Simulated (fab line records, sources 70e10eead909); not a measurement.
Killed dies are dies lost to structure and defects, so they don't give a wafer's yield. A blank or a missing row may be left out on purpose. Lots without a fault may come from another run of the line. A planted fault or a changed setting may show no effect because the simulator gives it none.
One fault seen from 2 desks | flow nand_harc | each desk has only its own numbers; what lay behind them comes last

THE DEFECT DESK
What the inspections along the route counted, lot by lot: means of the sampled wafers that have a number. A lot is out of limits, marked OUT, if its mean lies more than 4 standard deviations from the usual mean; the brackets give that distance.
Columns: A = raw_defect_count at NHARC_A_ZERO_WELL_INSPECT_17, usual 11
lot  | first seen here | A
L651 | day 7 06:34     | 16
L652 | day 7 11:37     | 11
L653 | day 8 00:46     | 9
L654 | day 8 08:18     | 16
L656 | day 8 21:02     | 14
L657 | day 9 05:59     | 15
L661 | day 11 02:04    | 13
L663 | day 11 18:20    | 6
L665 | day 13 04:14    | 17
L666 | day 13 10:13    | 8
L667 | day 14 06:59    | 7
L669 | day 14 14:04    | 11
L673 | day 15 21:35    | 11
L674 | day 16 10:15    | 13
This desk's finding: nothing out of limits on any of the 14 lots.

THE METROLOGY DESK
What the gauges read, lot by lot, whatever tool the lot ran on: means of the sampled wafers that have a number. A lot is out of limits, marked OUT, if its mean lies more than 4 standard deviations from the usual mean; the brackets give that distance.
Columns: A = thk_nm at NHARC_A_SOURCE_PLATE_THK_MEAS_06, usual 199.9 nm; B = thk_nm at NHARC_A_ONON_D1_THK_MEAS_21, usual 1002 nm
lot  | first seen here | A     | B
L651 | day 8 02:57     | 204.7 | 1000
L652 | day 8 11:08     | 199.1 | 1008
L653 | day 8 21:48     | 203.0 | 985
L654 | day 9 09:01     | 194.4 | 992
L656 | day 9 17:00     | 199.8 | 1004
L657 | day 10 01:53    | 196.6 | 993
L661 | day 11 19:25    | 197.9 | 1011
L663 | day 12 17:11    | 196.0 | 998
L665 | day 13 23:59    | 202.0 | 848 (-14) OUT
L666 | day 14 07:39    | 200.4 | 900 (-9.3) OUT
L667 | day 15 03:08    | 197.1 | 886 (-10) OUT
L669 | day 15 10:26    | 201.0 | 1011
L673 | day 16 15:25    | 199.4 | 994
L674 | day 17 07:10    | 200.7 | 995
This desk's finding: out of limits on L665, L666, L667; first on L665, day 14 13:35 (thk_nm at NHARC_A_ONON_D1_THK_MEAS_21). In limits: L651, L652, L653, L654, L656, L657, L661, L663, L669, L673, L674.

PUT TOGETHER
The metrology desk could have raised an alarm at day 14 13:35, on L665, L666, L667.
The defect desk saw nothing out of limits.
The defect desk has L665, L666, L667 on record, within its limits.
Of the lots named, all ran NHARC_A_ONON_D1_DEP_19 on pecvd_onon-03.

WHAT THE SIMULATOR HAD PUT IN
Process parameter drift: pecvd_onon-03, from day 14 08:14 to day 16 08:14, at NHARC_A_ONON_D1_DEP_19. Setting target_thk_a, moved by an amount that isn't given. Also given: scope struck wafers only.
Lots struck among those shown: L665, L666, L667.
Hours from the fault's start to each desk's first reading out of limits: the metrology desk, 5.
